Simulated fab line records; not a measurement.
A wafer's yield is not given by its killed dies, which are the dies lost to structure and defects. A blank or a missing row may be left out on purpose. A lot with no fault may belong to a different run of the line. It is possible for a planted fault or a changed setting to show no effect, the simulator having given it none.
Split-lot study || flow n5-finfet || route with 1938 steps; 7 lots, 21 wafers read

## ON THE SPLIT
At N5_FIN_SAQP_HM_DEP_03 (deposits SiNx from SiH4/NH3/N2, target thk 38 nm, time 33.6 s), the setting time-s was moved away from the recipe's 33.6 s on 5 of the 21 wafers read, by -8.9% to +14.2%. All remaining wafers had this setting at the recipe value.

## FROM THE SPLIT TO THE READING: what the file shows between them, 10 steps
- N5_FIN_SAQP_THK_MEAS_05
- N5_FIN_SAQP_EXPOSE_13: exposes mask FIN CORE, target cd 35.6 nm (also split here: dose-mj)
- N5_FIN_SAQP_PEB_14: peb time 60 s
- N5_FIN_SAQP_DEVELOP_15: develop time 30 s
- N5_FIN_SAQP_CD_MEAS_16: target cd 35.6 nm
- N5_FIN_SAQP_MANDREL2_REMOVE_60: chemistry HBr/Cl2/O2, target a-Si, stops on SiNx, bt time 10 s
- N5_FIN_SAQP_HM_OPEN_33: chemistry CH3F/O2, target SiNx, target depth 49.4 nm, time 70.6 s
- N5_FIN_SAQP_ETCH_34: etches SiO2 in C4F6/O2, target depth 45 nm, time 15 s
- N5_FIN_SAQP_STRIP_77: strips in N2/H2, time 90 s
- N5_FIN_SAQP_ETCH_64: etches SiO2 in CF4, target depth 1.5 nm

## THE READING
SiNx_of_FIN_SAQP_HM_DEP_03.thk-nm (the simulator's own value, which no gauge read), in nm, at N5_FIN_SAQP_FIN_ETCH_36 (etches the open film in HBr/Cl2/O2, target depth 120 nm, time 50.4 s). The file gives no usual value for it. The 16 wafers here that ran the recipe average 21.1 nm, standard deviation 0.6 nm.

{"wafer": "L075.1", "tool, chamber at the split": "pecvd-03, 1", "time-s as run, s": 33.6, "against the recipe": "recipe", "SiNx_of_FIN_SAQP_HM_DEP_03.thk-nm, nm": 20.6, "against lot-mates on the recipe": "-"}
{"wafer": "L075.3", "tool, chamber at the split": "pecvd-03, 0", "time-s as run, s": 38.37, "against the recipe": "+14.2%", "SiNx_of_FIN_SAQP_HM_DEP_03.thk-nm, nm": 26.4, "against lot-mates on the recipe": "+5.8"}
{"wafer": "L075.4", "tool, chamber at the split": "pecvd-03, 1", "time-s as run, s": 38.37, "against the recipe": "+14.2%", "SiNx_of_FIN_SAQP_HM_DEP_03.thk-nm, nm": 26.8, "against lot-mates on the recipe": "+6.2"}
{"wafer": "L079.1", "tool, chamber at the split": "pecvd-03, 0", "time-s as run, s": 33.6, "against the recipe": "recipe", "SiNx_of_FIN_SAQP_HM_DEP_03.thk-nm, nm": 20.8, "against lot-mates on the recipe": "-"}
{"wafer": "L079.3", "tool, chamber at the split": "pecvd-03, 2", "time-s as run, s": 30.62, "against the recipe": "-8.9%", "SiNx_of_FIN_SAQP_HM_DEP_03.thk-nm, nm": 18.2, "against lot-mates on the recipe": -2.8}
{"wafer": "L079.5", "tool, chamber at the split": "pecvd-03, 2", "time-s as run, s": 33.6, "against the recipe": "recipe", "SiNx_of_FIN_SAQP_HM_DEP_03.thk-nm, nm": 21.2, "against lot-mates on the recipe": "-"}
{"wafer": "L081.2", "tool, chamber at the split": "pecvd-03, 2", "time-s as run, s": 33.6, "against the recipe": "recipe", "SiNx_of_FIN_SAQP_HM_DEP_03.thk-nm, nm": 21, "against lot-mates on the recipe": "-"}
{"wafer": "L081.4", "tool, chamber at the split": "pecvd-03, 1", "time-s as run, s": 33.6, "against the recipe": "recipe", "SiNx_of_FIN_SAQP_HM_DEP_03.thk-nm, nm": 20.6, "against lot-mates on the recipe": "-"}
{"wafer": "L081.6", "tool, chamber at the split": "pecvd-03, 0", "time-s as run, s": 33.6, "against the recipe": "recipe", "SiNx_of_FIN_SAQP_HM_DEP_03.thk-nm, nm": 22.2, "against lot-mates on the recipe": "-"}
{"wafer": "L083.1", "tool, chamber at the split": "pecvd-03, 1", "time-s as run, s": 33.6, "against the recipe": "recipe", "SiNx_of_FIN_SAQP_HM_DEP_03.thk-nm, nm": 21, "against lot-mates on the recipe": "-"}
{"wafer": "L083.4", "tool, chamber at the split": "pecvd-03, 0", "time-s as run, s": 37.43, "against the recipe": "+11.4%", "SiNx_of_FIN_SAQP_HM_DEP_03.thk-nm, nm": 26.4, "against lot-mates on the recipe": "+4.8"}
{"wafer": "L083.5", "tool, chamber at the split": "pecvd-03, 1", "time-s as run, s": 33.6, "against the recipe": "recipe", "SiNx_of_FIN_SAQP_HM_DEP_03.thk-nm, nm": 22.2, "against lot-mates on the recipe": "-"}
{"wafer": "L085.1", "tool, chamber at the split": "pecvd-02, 0", "time-s as run, s": 33.6, "against the recipe": "recipe", "SiNx_of_FIN_SAQP_HM_DEP_03.thk-nm, nm": 21, "against lot-mates on the recipe": "-"}
{"wafer": "L085.2", "tool, chamber at the split": "pecvd-02, 1", "time-s as run, s": 33.6, "against the recipe": "recipe", "SiNx_of_FIN_SAQP_HM_DEP_03.thk-nm, nm": 20.2, "against lot-mates on the recipe": "-"}
{"wafer": "L085.6", "tool, chamber at the split": "pecvd-02, 2", "time-s as run, s": 33.6, "against the recipe": "recipe", "SiNx_of_FIN_SAQP_HM_DEP_03.thk-nm, nm": 21.4, "against lot-mates on the recipe": "-"}
{"wafer": "L087.1", "tool, chamber at the split": "pecvd-01, 1", "time-s as run, s": 32.14, "against the recipe": "-4.3%", "SiNx_of_FIN_SAQP_HM_DEP_03.thk-nm, nm": 19.6, "against lot-mates on the recipe": -1.6}
{"wafer": "L087.2", "tool, chamber at the split": "pecvd-01, 0", "time-s as run, s": 33.6, "against the recipe": "recipe", "SiNx_of_FIN_SAQP_HM_DEP_03.thk-nm, nm": 20.8, "against lot-mates on the recipe": "-"}
{"wafer": "L087.3", "tool, chamber at the split": "pecvd-01, 2", "time-s as run, s": 33.6, "against the recipe": "recipe", "SiNx_of_FIN_SAQP_HM_DEP_03.thk-nm, nm": 21.6, "against lot-mates on the recipe": "-"}
{"wafer": "L097.1", "tool, chamber at the split": "pecvd-01, 0", "time-s as run, s": 33.6, "against the recipe": "recipe", "SiNx_of_FIN_SAQP_HM_DEP_03.thk-nm, nm": 20.6, "against lot-mates on the recipe": "-"}
{"wafer": "L097.3", "tool, chamber at the split": "pecvd-01, 1", "time-s as run, s": 33.6, "against the recipe": "recipe", "SiNx_of_FIN_SAQP_HM_DEP_03.thk-nm, nm": 20.4, "against lot-mates on the recipe": "-"}
{"wafer": "L097.5", "tool, chamber at the split": "pecvd-01, 2", "time-s as run, s": 33.6, "against the recipe": "recipe", "SiNx_of_FIN_SAQP_HM_DEP_03.thk-nm, nm": 22, "against lot-mates on the recipe": "-"}

FIT RESULTS
A straight line over all 21 wafers: SiNx_of_FIN_SAQP_HM_DEP_03.thk-nm changes by +0.392 nm for each +1% of time-s; r = +0.96; the points scatter about the line by 0.6 nm.
The same after taking each lot's own level away (the mean of its wafers on the recipe; 21 wafers): +0.404 nm for each +1%; r = +0.97; scatter 0.54 nm.
According to that fit, moving time-s by its largest amount changes the reading by 5.7 nm.
Measured against the standard deviation above, the lots' own levels, which go from 20.60 to 21.60 nm, span 1.7 times it.
Hence the lot-to-lot level has little effect on the slope; both slopes agree.
Check: +5.82 nm against its lot-mates is what the line predicts for one of the wafers moved furthest among these (+14.2%) when that wafer is left out of the fit. Against them it came out at +5.8 nm.

## ADDITIONAL SPLITS CARRIED BY THESE WAFERS
Before the reading, these wafers also passed through other splits. Each is held against what the fit with the lots' levels taken away leaves over:
{"other split on the same wafers": "N5_FIN_SAQP_EXPOSE_13 dose-mj", "wafers away from the commonest value": 5, "r with SiNx_of_FIN_SAQP_HM_DEP_03.thk-nm (lot level and that fit taken away)": "+0.16"}

## THE WHOLE CHAIN: every reading that the file lists as answering this split, in the file's order
{"step": "N5_FIN_SAQP_HM_DEP_03", "what it does": "deposits SiNx from SiH4/NH3/N2, target thk 38 nm, time 33.6 s", "reading": "SiNx_of_FIN_SAQP_HM_DEP_03.thk-nm (the simulator's own value, which no gauge read)", "change (the file's fit)": "+0.415 nm for each +1% of the setting", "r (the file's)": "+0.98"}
{"step": "N5_FIN_SAQP_THK_MEAS_05", "what it does": "", "reading": "thk-nm", "change (the file's fit)": "withheld for each +1% of the setting", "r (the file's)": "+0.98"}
{"step": "N5_FIN_SAQP_HM_OPEN_33", "what it does": "chemistry CH3F/O2, target SiNx, target depth 49.4 nm, time 70.6 s", "reading": "etch-rf-on-time-s", "change (the file's fit)": "withheld for each +1% of the setting", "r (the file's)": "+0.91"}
{"step": "N5_FIN_SAQP_HM_OPEN_33", "what it does": "chemistry CH3F/O2, target SiNx, target depth 49.4 nm, time 70.6 s", "reading": "etch.depth-nm (the simulator's own value, which no gauge read)", "change (the file's fit)": "+0.412 nm for each +1% of the setting", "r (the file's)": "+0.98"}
{"step": "N5_FIN_SAQP_FIN_ETCH_36", "what it does": "etches the open film in HBr/Cl2/O2, target depth 120 nm, time 50.4 s", "reading": "SiNx_of_FIN_SAQP_HM_DEP_03.thk-nm (the simulator's own value, which no gauge read)", "change (the file's fit)": "+0.4 nm for each +1% of the setting", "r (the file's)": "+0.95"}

## FILE'S OWN FIT
SiNx_of_FIN_SAQP_HM_DEP_03.thk-nm changes by +0.4 nm for each +1% of time-s, r = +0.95.
